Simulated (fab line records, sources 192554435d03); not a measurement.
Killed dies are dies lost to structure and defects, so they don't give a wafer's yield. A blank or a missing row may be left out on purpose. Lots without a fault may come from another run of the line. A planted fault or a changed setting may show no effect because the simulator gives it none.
Chamber matching | flow n5_finfet | N5_HKMG_FIN_STRIP_89 on rie_diel-03: 4 sister chambers
The step strips SOC in N2/H2, time 20 s. 4 wafers are shown with their chamber, then 7 later ones without.

WAFERS WITH THEIR CHAMBER
wafer  | chamber | showerhead_plenum_p_Torr (Torr)
L440.3 | 0       | 3.32
L440.5 | 3       | 3.19
L451.1 | 1       | 3.49
L451.3 | 2       | 3.21

WAFERS WITHOUT THEIR CHAMBER
wafer  | showerhead_plenum_p_Torr (Torr)
L451.6 | 3.18
L452.3 | 3.49
L452.5 | 3.31
L452.6 | 3.49
L456.3 | 3.30
L456.5 | 3.49
L456.6 | 3.20

WHICH CHAMBER EACH WENT THROUGH
wafer  | from the rows above     | in truth
L451.6 | 3                       | 3
L452.3 | 1                       | 1
L452.5 | 0                       | 0
L452.6 | 1                       | 1
L456.3 | 0                       | 0
L456.5 | 1                       | 1
L456.6 | can't be placed: 2 or 3 | 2
Placed correctly: 6 of 7. Can't be placed from these rows: 1 (the true chamber is among the candidates in 1). Placed wrongly: 0.
How it was worked out, from the rows above alone: a wafer's distance from a chamber is the root of the sum, over the readings, of the square of ((its reading less the chamber's mean) divided by the reading's scatter). The wafer belongs to the nearest chamber; if the next one is less than 2 further off, it can't be placed. A chamber's mean is the mean of its shown wafers. The scatter: with one shown wafer a chamber, the root of the mean of the squares of how far each hidden wafer lies from its nearest shown one.
